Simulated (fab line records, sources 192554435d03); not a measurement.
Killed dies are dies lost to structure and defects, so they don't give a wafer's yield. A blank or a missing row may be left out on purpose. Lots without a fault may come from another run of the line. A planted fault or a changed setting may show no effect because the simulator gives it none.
Chamber matching | flow n5_finfet | N5_BEOL_M3_DEP_57 on pecvd-02: 3 sister chambers
The step deposits SiCN from 3MS/NH3, target thk 8 nm, time 14 s. 6 wafers are shown with their chamber, then 10 later ones without.

WAFERS WITH THEIR CHAMBER
wafer  | chamber | throttle_valve_pct (%) | showerhead_vpp_V (V)
L085.4 | 2       | 8.7                    | 884
L085.5 | 1       | 10.1                   | 933
L088.1 | 1       | 10.0                   | 953
L088.4 | 0       | 9.9                    | 878
L090.1 | 0       | 10.0                   | 876
L090.2 | 2       | 8.5                    | 887

WAFERS WITHOUT THEIR CHAMBER
wafer  | throttle_valve_pct (%) | showerhead_vpp_V (V)
L090.4 | 8.9                    | 886
L092.1 | 9.0                    | 887
L092.3 | 9.7                    | 883
L092.4 | 9.9                    | 870
L093.1 | 8.8                    | 880
L093.2 | 10.1                   | 870
L093.5 | 8.8                    | 889
L094.1 | 9.7                    | 941
L094.3 | 9.0                    | 874
L094.5 | 9.9                    | 871

WHICH CHAMBER EACH WENT THROUGH
wafer  | from the rows above | in truth
L090.4 | 2                   | 2
L092.1 | 2                   | 2
L092.3 | 0                   | 0
L092.4 | 0                   | 0
L093.1 | 2                   | 2
L093.2 | 0                   | 0
L093.5 | 2                   | 2
L094.1 | 1                   | 1
L094.3 | 2                   | 2
L094.5 | 0                   | 0
Placed correctly: 10 of 10. Can't be placed from these rows: 0. Placed wrongly: 0.
How it was worked out, from the rows above alone: a wafer's distance from a chamber is the root of the sum, over the readings, of the square of ((its reading less the chamber's mean) divided by the reading's scatter). The wafer belongs to the nearest chamber; if the next one is less than 2 further off, it can't be placed. A chamber's mean is the mean of its shown wafers. The scatter: the root of (the sum of the squares of (reading less its chamber's mean) over the shown wafers, divided by (wafers less chambers)).
